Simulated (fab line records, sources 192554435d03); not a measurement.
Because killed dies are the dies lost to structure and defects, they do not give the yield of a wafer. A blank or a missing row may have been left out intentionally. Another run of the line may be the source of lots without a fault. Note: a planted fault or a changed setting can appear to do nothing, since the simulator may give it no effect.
Chamber matching :: flow n5Finfet :: rieDiel-05 running N5_GATE_CUT_STRIP_42: 4 sister chambers
The step strips in O2. 22 wafers are shown with their chamber, then 11 later ones without.

== EACH WAFER AND ITS CHAMBER ==
wafer: L074.1
chamber: 3
showerheadPlenumPTorr (Torr): 2.20
throttleValvePct (%): 16.64
oesProductAu (a.u.): 0.77

wafer: L074.5
chamber: 3
showerheadPlenumPTorr (Torr): 2.20
throttleValvePct (%): 16.63
oesProductAu (a.u.): 0.77

wafer: L074.6
chamber: 2
showerheadPlenumPTorr (Torr): 2.07
throttleValvePct (%): 16.94
oesProductAu (a.u.): 0.71

wafer: L075.1
chamber: 2
showerheadPlenumPTorr (Torr): 2.07
throttleValvePct (%): 16.93
oesProductAu (a.u.): 0.71

wafer: L075.2
chamber: 3
showerheadPlenumPTorr (Torr): 2.20
throttleValvePct (%): 16.64
oesProductAu (a.u.): 0.77

wafer: L075.3
chamber: 1
showerheadPlenumPTorr (Torr): 1.98
throttleValvePct (%): 17.01
oesProductAu (a.u.): 0.72

wafer: L075.4
chamber: 0
showerheadPlenumPTorr (Torr): 2.09
throttleValvePct (%): 16.35
oesProductAu (a.u.): 0.79

wafer: L075.5
chamber: 2
showerheadPlenumPTorr (Torr): 2.07
throttleValvePct (%): 16.93
oesProductAu (a.u.): 0.71

wafer: L075.6
chamber: 3
showerheadPlenumPTorr (Torr): 2.20
throttleValvePct (%): 16.62
oesProductAu (a.u.): 0.76

wafer: L076.4
chamber: 3
showerheadPlenumPTorr (Torr): 2.19
throttleValvePct (%): 16.62
oesProductAu (a.u.): 0.76

wafer: L076.5
chamber: 1
showerheadPlenumPTorr (Torr): 1.98
throttleValvePct (%): 17.02
oesProductAu (a.u.): 0.71

wafer: L076.6
chamber: 0
showerheadPlenumPTorr (Torr): 2.09
throttleValvePct (%): 16.37
oesProductAu (a.u.): 0.79

wafer: L078.1
chamber: 0
showerheadPlenumPTorr (Torr): 2.09
throttleValvePct (%): 16.37
oesProductAu (a.u.): 0.79

wafer: L078.4
chamber: 1
showerheadPlenumPTorr (Torr): 1.98
throttleValvePct (%): 17.04
oesProductAu (a.u.): 0.71

wafer: L078.6
chamber: 1
showerheadPlenumPTorr (Torr): 1.98
throttleValvePct (%): 17.02
oesProductAu (a.u.): 0.70

wafer: L079.4
chamber: 3
showerheadPlenumPTorr (Torr): 2.19
throttleValvePct (%): 16.64
oesProductAu (a.u.): 0.77

wafer: L079.5
chamber: 3
showerheadPlenumPTorr (Torr): 2.19
throttleValvePct (%): 16.64
oesProductAu (a.u.): 0.77

wafer: L079.6
chamber: 2
showerheadPlenumPTorr (Torr): 2.07
throttleValvePct (%): 16.97
oesProductAu (a.u.): 0.71

wafer: L080.1
chamber: 3
showerheadPlenumPTorr (Torr): 2.19
throttleValvePct (%): 16.65
oesProductAu (a.u.): 0.76

wafer: L080.3
chamber: 0
showerheadPlenumPTorr (Torr): 2.09
throttleValvePct (%): 16.39
oesProductAu (a.u.): 0.78

wafer: L080.4
chamber: 1
showerheadPlenumPTorr (Torr): 1.98
throttleValvePct (%): 17.02
oesProductAu (a.u.): 0.70

wafer: L085.1
chamber: 3
showerheadPlenumPTorr (Torr): 2.19
throttleValvePct (%): 16.67
oesProductAu (a.u.): 0.75

SIGNATURES (averages over the wafers above)
reading: showerheadPlenumPTorr
chamber 0: 2.0900
chamber 1: 1.9800
chamber 2: 2.0700
chamber 3: 2.1944
scatter within a chamber: 0.00351

reading: throttleValvePct
chamber 0: 16.3700
chamber 1: 17.0220
chamber 2: 16.9425
chamber 3: 16.6389
scatter within a chamber: 0.0154

reading: oesProductAu
chamber 0: 0.7875
chamber 1: 0.7080
chamber 2: 0.7100
chamber 3: 0.7644
scatter within a chamber: 0.00657
Rule: a wafer lies at a distance from a chamber equal to the root of the sum of squares, over the readings, of (its reading less the chamber's mean, divided by the reading's scatter). If the next closest chamber is less than 2 further off than the closest, the wafer can't be placed; otherwise it belongs to the closest. The scatter is the square root of a quotient: the sum, over the shown wafers, of each reading's squared deviation from its chamber's mean, divided by wafers minus chambers.

== WAFERS WHOSE CHAMBER IS MISSING ==
wafer: L085.2
showerheadPlenumPTorr (Torr): 2.07
throttleValvePct (%): 16.98
oesProductAu (a.u.): 0.69

wafer: L085.4
showerheadPlenumPTorr (Torr): 1.97
throttleValvePct (%): 17.05
oesProductAu (a.u.): 0.70

wafer: L087.3
showerheadPlenumPTorr (Torr): 2.07
throttleValvePct (%): 16.96
oesProductAu (a.u.): 0.70

wafer: L087.5
showerheadPlenumPTorr (Torr): 2.07
throttleValvePct (%): 16.99
oesProductAu (a.u.): 0.69

wafer: L087.6
showerheadPlenumPTorr (Torr): 2.19
throttleValvePct (%): 16.67
oesProductAu (a.u.): 0.75

wafer: L091.3
showerheadPlenumPTorr (Torr): 1.97
throttleValvePct (%): 17.07
oesProductAu (a.u.): 0.70

wafer: L091.4
showerheadPlenumPTorr (Torr): 2.08
throttleValvePct (%): 16.42
oesProductAu (a.u.): 0.77

wafer: L091.6
showerheadPlenumPTorr (Torr): 2.18
throttleValvePct (%): 16.67
oesProductAu (a.u.): 0.74

wafer: L095.2
showerheadPlenumPTorr (Torr): 2.06
throttleValvePct (%): 17.00
oesProductAu (a.u.): 0.69

wafer: L095.3
showerheadPlenumPTorr (Torr): 2.08
throttleValvePct (%): 16.44
oesProductAu (a.u.): 0.76

wafer: L095.6
showerheadPlenumPTorr (Torr): 2.06
throttleValvePct (%): 17.01
oesProductAu (a.u.): 0.69

== EACH ONE'S CHAMBER ==
wafer: L085.2
from the rows above: 2
in truth: 2

wafer: L085.4
from the rows above: 1
in truth: 1

wafer: L087.3
from the rows above: 2
in truth: 2

wafer: L087.5
from the rows above: 2
in truth: 2

wafer: L087.6
from the rows above: 3
in truth: 3

wafer: L091.3
from the rows above: 1
in truth: 1

wafer: L091.4
from the rows above: 0
in truth: 0

wafer: L091.6
from the rows above: 3
in truth: 3

wafer: L095.2
from the rows above: 2
in truth: 2

wafer: L095.3
from the rows above: 0
in truth: 0

wafer: L095.6
from the rows above: 2
in truth: 2
11 of 11 placed correctly. Left unplaced by these rows: 0. Placed wrongly: 0.
